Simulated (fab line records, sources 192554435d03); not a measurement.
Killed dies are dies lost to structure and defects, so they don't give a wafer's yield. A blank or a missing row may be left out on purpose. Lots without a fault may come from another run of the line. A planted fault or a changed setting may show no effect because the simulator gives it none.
Chamber matching | flow n5_finfet | N5_BEOL_M1_CO_CAP_55 on cvd_co-01: 3 sister chambers
The step material Co, precursor CCTBA/H2, target thk 2 nm, time 102.1 s. 6 wafers are shown with their chamber, then 10 later ones without.

WAFERS WITH THEIR CHAMBER
wafer  | chamber | heater_power_w (W)
L088.6 | 0       | 197
L090.1 | 2       | 234
L090.2 | 1       | 218
L090.3 | 0       | 198
L092.1 | 1       | 219
L092.4 | 2       | 241

WAFERS WITHOUT THEIR CHAMBER
wafer  | heater_power_w (W)
L092.6 | 195
L093.1 | 231
L093.3 | 200
L093.5 | 202
L094.1 | 199
L094.2 | 220
L094.5 | 228
L097.2 | 215
L097.3 | 200
L097.6 | 193

WHICH CHAMBER EACH WENT THROUGH
wafer  | from the rows above     | in truth
L092.6 | 0                       | 0
L093.1 | 2                       | 2
L093.3 | 0                       | 0
L093.5 | 0                       | 0
L094.1 | 0                       | 0
L094.2 | 1                       | 1
L094.5 | can't be placed: 1 or 2 | 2
L097.2 | 1                       | 1
L097.3 | 0                       | 0
L097.6 | 0                       | 0
Placed correctly: 9 of 10. Can't be placed from these rows: 1 (the true chamber is among the candidates in 1). Placed wrongly: 0.
How it was worked out, from the rows above alone: a wafer's distance from a chamber is the root of the sum, over the readings, of the square of ((its reading less the chamber's mean) divided by the reading's scatter). The wafer belongs to the nearest chamber; if the next one is less than 2 further off, it can't be placed. A chamber's mean is the mean of its shown wafers. The scatter: the root of (the sum of the squares of (reading less its chamber's mean) over the shown wafers, divided by (wafers less chambers)).
